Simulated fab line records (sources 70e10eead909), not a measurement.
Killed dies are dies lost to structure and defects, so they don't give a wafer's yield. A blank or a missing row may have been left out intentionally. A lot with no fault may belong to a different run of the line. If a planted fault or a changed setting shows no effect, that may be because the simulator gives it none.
Struck lot and sound lot, side by side / flow nand_harc / 15 out of 1302 route steps
Sound: the wafers L267.2, L267.3, L267.6. The struck wafers were L263.3, L263.5, L263.6. The cause is given at the end.
Each step with rows lists, per side, the tool, then ch with its chambers, then its first start. Under that, the readings that differ: sound wafers / struck wafers / difference of the means / sigmas: that difference in standard deviations of wafers without a fault.
alike: readings whose means differ by less than 2 such deviations, and words and numbers that are the same on both sides. not compared: withheld readings, readings that some wafer has no value for, bounds like >300 that may hide the same value, and numbers for which the record gives no deviation and whose values overlap.
A row with sigmas, a row that says differs or no value, or rows on one side alone: a step with any of these is where the two part. Numbers that don't overlap but have no deviation are shown without sigmas and don't part them. A reading that every wafer of one side lacks parts them only if that side has two wafers or more.

first, 7 steps without rows for these wafers: NHARC_A_CONTACT_COAT_87 (time 65 s); NHARC_A_CONTACT_COAT_02 (resist thk 90 nm); NHARC_A_CONTACT_SOFTBAKE_03 (time 55 s); NHARC_A_CONTACT_EBR_04; NHARC_A_CONTACT_EXPOSE_05 (exposes mask A CC); NHARC_A_CONTACT_PEB_06 (peb time 65 s); NHARC_A_CONTACT_DEVELOP_07 (develop time 35 s).
NHARC_A_CONTACT_CD_MEAS_08: the cd target is 200 nm.
  sound on cd_sem-01 ch 0, day 26 12:35; struck on cd_sem-02 ch 0, day 24 11:22
  alike: cd_nm
NHARC_A_CONTACT_OVL_MEAS_09:
  sound on overlay-01, day 26 12:40; struck on overlay-01, day 24 11:28
reading=overlay_x_nm (nm); sound=1.1 0.9 0.6; struck=-1.7 -1.2 -1.6; difference=-2.4; sigmas=-3
  alike: overlay_y_nm
NHARC_A_CONTACT_INSPECT_10:
  sound on defect_inspect-02, day 26 12:42; struck on defect_inspect-01, day 24 11:30
  alike: raw_defect_count
NHARC_A_CONTACT_DESCUM_13: chemistry O2, time 3 s.
  sound on rie_diel-02 ch 0,2, day 26 12:47; struck on rie_diel-08 ch 2,3, day 24 11:34
reading=drypump_motor_current_A (A); sound=4.9 5.2 5.2; struck=6.0 6.0 6.2; difference=+1.0; sigmas=+3
  alike: oes_product_au, rf_vpp_V, showerhead_plenum_p_Torr, throttle_valve_pct
  not compared: rf_hours_counter_h
NHARC_A_CONTACT_ETCH_88: etches the open film in CF4, target depth 39 nm, time 65 s.
  sound on rie_diel-02 ch 1,3, day 26 12:56; struck on rie_diel-08 ch 0,2, day 24 11:40
reading=showerhead_plenum_p_Torr (Torr); sound=1.87 1.71 1.87; struck=1.73 1.72 1.73; difference=-0.09; sigmas=-2
  alike: drypump_motor_current_A, oes_product_au, over_etch_frac, rf_vpp_V, throttle_valve_pct
  not compared: rf_hours_counter_h
NHARC_A_CONTACT_ETCH_89: etches the open film in N2/H2, target depth 260 nm, time 475.3 s.
  sound on rie_diel-02 ch 0,1,3, day 26 13:10; struck on rie_diel-08 ch 2,3, day 24 11:46
reading=over_etch_frac; sound=0.3 0.3 0.3; struck=0.52789 0.52789 0.52789; difference=+0.22789; sigmas=
reading=rf_vpp_V (V); sound=432.7 429.1 434.4; struck=427.8 427.2 429.2; difference=-4.0; sigmas=-2
  alike: drypump_motor_current_A, oes_product_au, showerhead_plenum_p_Torr, throttle_valve_pct
  not compared: rf_hours_counter_h
NHARC_A_CONTACT_ETCH_30: etches the open film in CF4/CHF3, target depth 72.6 nm, time 36.3 s.
  sound: rie_diel-02 ch 0,1; struck: rie_diel-08 ch 0,2
reading=showerhead_plenum_p_Torr (Torr); sound=1.67 1.57 1.67; struck=1.53 1.53 1.54; difference=-0.10; sigmas=-3
  alike: drypump_motor_current_A, oes_product_au, rf_vpp_V, throttle_valve_pct
  not compared: rf_hours_counter_h
then, 1 step without rows for these wafers: NHARC_END_SORT_01.

## WHERE THEY PART
At NHARC_A_CONTACT_OVL_MEAS_09 first; at NHARC_A_CONTACT_ETCH_30 last (within this record only).

WHY: whatever the simulator had introduced
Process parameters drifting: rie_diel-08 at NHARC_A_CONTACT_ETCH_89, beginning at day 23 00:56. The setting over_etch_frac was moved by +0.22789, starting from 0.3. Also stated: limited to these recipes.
